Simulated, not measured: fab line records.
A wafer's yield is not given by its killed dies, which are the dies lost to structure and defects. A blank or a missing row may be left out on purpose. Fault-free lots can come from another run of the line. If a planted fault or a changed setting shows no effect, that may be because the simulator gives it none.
Which of the tools did it? + flow nand-harc + 6 lots, 18 wafers sampled, at 3 steps of a route of 1159

## WHAT THE GAUGES SHOWED, per wafer
NHARC_A_CHANNEL_HOLE_D1_INSPECT_40.
| lot  | measured     | on                | raw-defect-count |
|------|--------------|-------------------|------------------|
| L143 | day 9 04:25  | defect-inspect-01 | 31 49 35         |
| L146 | day 9 23:16  | defect-inspect-02 | 68 68 94         |
| L150 | day 11 11:22 | defect-inspect-02 | 74 68 77         |
| L153 | day 12 02:53 | defect-inspect-02 | 49 52 69         |
| L162 | day 13 23:56 | defect-inspect-01 | 67 54 57         |
| L163 | day 14 11:26 | defect-inspect-01 | 91 83 105        |

## TOOL THAT RAN EACH LOT (tool first, then ch and the chambers of the sampled wafers, then the start)
| lot  | NHARC_A_CHANNEL_HOLE_D1_ETCH_33  | NHARC_A_CHANNEL_HOLE_D1_ETCH_44    |
|------|----------------------------------|------------------------------------|
| L143 | har-etch-02 ch 0,1, day 9 02:44  | rie-diel-07 ch 0,2, day 9 03:26    |
| L146 | har-etch-01 ch 0,1, day 9 21:34  | rie-diel-04 ch 0,1,3, day 9 22:18  |
| L150 | har-etch-01 ch 0,1, day 11 09:41 | rie-diel-07 ch 1,2, day 11 10:22   |
| L153 | har-etch-02 ch 0, day 12 01:10   | rie-diel-04 ch 1,2,3, day 12 01:55 |
| L162 | har-etch-02 ch 0,1, day 13 22:02 | rie-diel-04 ch 0,3, day 13 22:49   |
| L163 | har-etch-02 ch 0,1, day 14 09:42 | rie-diel-08 ch 0,1,2, day 14 10:28 |
- NHARC_A_CHANNEL_HOLE_D1_ETCH_33: etches the open film in C4F8/O2/Ar, time 90 s, target depth 400 nm.
- NHARC_A_CHANNEL_HOLE_D1_ETCH_44: etches the open film in CF4/O2, target depth 140 nm, overetch 14 nm, time 77 s.

## THE ANSWER, worked out from the rows above alone
Rule: what is usual is taken from the lots themselves. The widest of any qualifying gaps counts: lots, ordered by their means at a reading, are off when they make up no more than a third of the lots, leave a main group of 4 or more, and stand apart from it by 3 or more times the standard deviation of that group's means. A main group is skipped when, at the precision printed for the reading in the tables above, its means are all equal. Also off: a lot with no number at a reading for which 4 or more lots have one. All remaining lots with rows at the step are treated as sound.
None of the lots is off at any reading shown; this tells nothing.

## WHAT WAS PUT IN BY THE SIMULATOR
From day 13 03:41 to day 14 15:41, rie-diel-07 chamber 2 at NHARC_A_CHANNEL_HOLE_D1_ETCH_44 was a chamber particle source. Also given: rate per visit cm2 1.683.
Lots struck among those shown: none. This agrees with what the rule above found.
